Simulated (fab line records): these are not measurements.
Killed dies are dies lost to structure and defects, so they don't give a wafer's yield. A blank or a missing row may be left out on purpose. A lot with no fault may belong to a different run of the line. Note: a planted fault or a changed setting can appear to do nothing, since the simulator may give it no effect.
Which tool is to blame? | flow n5-finfet | Sampling: 10 lots, 27 wafers, 2 of 1938 route steps

## WHAT EACH GAUGE READ, for each wafer
N5_FIN_CUT_CD_MEAS_08: target cd 29.1 nm.
lot  | measured    | on        | cd-nm (nm)
L855 | day 2 02:17 | cd-sem-03 | 28.96 28.95 28.65
L856 | day 2 09:10 | cd-sem-01 | 29.14 28.99 28.54
L859 | day 3 03:35 | cd-sem-01 | 29.03 29.16 29.17
L860 | day 3 08:25 | cd-sem-03 | 28.97 29.21 28.96
L868 | day 5 10:40 | cd-sem-02 | 29.39 29.27 29.24
L869 | day 5 18:45 | cd-sem-03 | 29.24 28.68
L871 | day 6 04:59 | cd-sem-03 | 28.76 29.08
L874 | day 6 22:00 | cd-sem-03 | 28.88 28.94 28.80
L877 | day 7 15:13 | cd-sem-01 | 28.93 28.86 28.96
L878 | day 7 21:56 | cd-sem-01 | 28.98 29.03

## TOOL THAT RAN EACH LOT (tool first, then ch and the chambers of the sampled wafers, then the start)
lot  | N5_FIN_SAQP_MANDREL2_REMOVE_60
L855 | rie-si-01 ch 0,2, day 2 01:18
L856 | rie-si-05 ch 2,3, day 2 07:59
L859 | rie-si-01 ch 0,2, day 3 02:35
L860 | rie-si-01 ch 1,2, day 3 07:25
L868 | rie-si-06 ch 0,1,3, day 5 09:40
L869 | rie-si-01 ch 2,3, day 5 13:12
L871 | rie-si-01 ch 3, day 6 03:47
L874 | rie-si-05 ch 0,1,2, day 6 20:55
L877 | rie-si-05 ch 0,3, day 7 14:05
L878 | rie-si-05 ch 0, day 7 20:55
- N5_FIN_SAQP_MANDREL2_REMOVE_60: chemistry HBr/Cl2/O2, target a-Si, stops on SiNx, bt time 10 s.

## THE ANSWER, worked out from the rows above alone
Rule: usual is defined by the lots themselves. The widest of any qualifying gaps counts: lots, ordered by their means at a reading, are off when they make up no more than a third of the lots, leave a main group of 4 or more, and stand apart from it by 3 or more times the standard deviation of that group's means. If all means in a main group match to the digits the tables above print for the reading, that group is not used. A lot without any number at a reading at which 4 lots or more have one is off too. Where the step has rows for the other lots, those lots are counted as sound.
Nothing can be told from this: no lot is off at any reading shown.

## WHAT WAS PUT IN BY THE SIMULATOR
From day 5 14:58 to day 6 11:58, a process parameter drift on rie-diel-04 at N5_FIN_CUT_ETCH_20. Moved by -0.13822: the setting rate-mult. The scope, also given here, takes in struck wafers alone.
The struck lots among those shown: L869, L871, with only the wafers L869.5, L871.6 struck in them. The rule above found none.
